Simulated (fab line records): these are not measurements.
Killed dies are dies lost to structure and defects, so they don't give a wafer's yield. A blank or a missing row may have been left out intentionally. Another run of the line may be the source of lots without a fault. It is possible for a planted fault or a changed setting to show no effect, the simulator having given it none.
A struck lot beside a sound one + flow nand_harc + 15 steps out of a route of 1302
Sound: the wafers L292.1, L292.3, L292.6. Wafers struck: L291.1, L291.4, L291.6. At the end, the cause is stated.
Order at every step that has rows: each side's tool, ch and its chambers, its first start. Under that, the readings that differ: sound wafers + struck wafers + difference of the means + sigmas: that difference in standard deviations of wafers without a fault.
alike: readings whose means differ by less than 2 such deviations, and words and numbers that are the same on both sides. not compared: withheld readings, readings that some wafer has no value for, bounds like >300 that may hide the same value, and numbers for which the record gives no deviation and whose values overlap.
A row with sigmas, a row that says differs or no value, or rows on one side alone: a step with any of these is where the two part. Non-overlapping numbers with no deviation appear without sigmas and do not part them. A reading missing from all wafers of one side parts the sides only when that side holds two or more wafers.

NHARC_A_ZERO_WELL_DESCUM_12: chemistry O2, time 3 s.
  sound on rie_diel-07 ch 0,2,3, day 7 11:19; struck on rie_diel-08 ch 0,3, day 7 11:30
  alike: chamber_pressure_mTorr, drypump_motor_current_A, oes_product_au, rf_vpp_V, showerhead_plenum_p_Torr, throttle_valve_pct
  not compared: rf_hours_counter_h
NHARC_A_ZERO_WELL_ETCH_19: etches the open film in N2/H2, target depth 80 nm, overetch 24 nm, time 87.88 s.
  sound on rie_diel-07 ch 1,3, day 7 11:24; struck on rie_diel-08 ch 0,3, day 7 11:35
  alike: chamber_pressure_mTorr, drypump_motor_current_A, oes_product_au, rf_vpp_V, showerhead_plenum_p_Torr, throttle_valve_pct
  not compared: rf_hours_counter_h
NHARC_A_ZERO_WELL_ETCH_13: etches the open film in HBr/Cl2, target depth 120 nm, time 40.1 s.
  sound on rie_si-06 ch 0,2,3, day 7 11:32; struck on rie_si-03 ch 0,2,3, day 7 11:43
  alike: chamber_pressure_mTorr, drypump_motor_current_A, oes_product_au, throttle_valve_pct
  not compared: rf_hours_counter_h
then, 4 steps without rows for these wafers: NHARC_A_ZERO_WELL_STRIP_14 (strips in SPM, time 900 s); NHARC_A_ZERO_WELL_IMPLANT_15; NHARC_A_ZERO_WELL_PRECLEAN_22 (cleans in SC1, time 60 s); NHARC_A_ZERO_WELL_SRD_23.
NHARC_A_ZERO_WELL_RTA_16: time 10 s.
  sound on rtp_anneal-01 ch 0, day 7 12:57; struck on rtp_anneal-01 ch 0, day 7 13:08
  alike: lamp_power_pct, lamp_zone_3_pct, wafer_temp_C_max
NHARC_A_ZERO_WELL_INSPECT_17:
  sound on defect_inspect-02, day 7 13:09; struck on defect_inspect-01, day 7 13:20
  alike: raw_defect_count
then, 2 steps without rows for these wafers: NHARC_A_SOURCE_PLATE_PRECLEAN_00 (cleans in HF-LAST, time 60 s); NHARC_A_SOURCE_PLATE_SRD_01.
NHARC_A_SOURCE_PLATE_OXIDE_02: material SiO2, target thk 10 nm, ox time 1362 s.
  sound on furnace-03 ch 0, day 7 16:23; struck on furnace-03 ch 0, day 7 20:20
  alike: ox_temp_c, ox_time_s, zone_power_lower_pct
NHARC_A_SOURCE_PLATE_THK_MEAS_09: measures by ellipsometry.
  sound on film_metro-01, day 7 20:26; struck on film_metro-02, day 8 00:43
| reading     | sound         | struck         | difference | sigmas |
|-------------|---------------|----------------|------------|--------|
| thk_nm (nm) | 8.9 11.2 10.5 | 15.7 15.0 16.1 | +5.4       | +5     |
then, 1 step without rows for these wafers: NHARC_A_SOURCE_PLATE_PVD_04 (deposits WSi2, target thk 50 nm).
-- jump in the record: it breaks off in module A_SOURCE_PLATE and resumes in module END (first step shown: number 1302 of the route), and 17 days separate the struck wafers' starts before and after --
NHARC_END_SORT_01:
  sound on prober-01 ch 0, day 24 17:17; struck on prober-02 ch 0, day 24 18:19
| reading         | sound    | struck   | difference | sigmas |
|-----------------|----------|----------|------------|--------|
| killed_at_array | 76 66 80 | 20 24 22 | -52        | -3     |
| killed_dies     | 80 66 81 | 23 32 22 | -50        | -3     |
  alike: killed_at_other, killed_at_periphery, killed_open, killed_short

WHERE THEY PART
Last at NHARC_END_SORT_01 as far as this record goes, first at NHARC_A_SOURCE_PLATE_THK_MEAS_09.

WHY: the cause the simulator had injected
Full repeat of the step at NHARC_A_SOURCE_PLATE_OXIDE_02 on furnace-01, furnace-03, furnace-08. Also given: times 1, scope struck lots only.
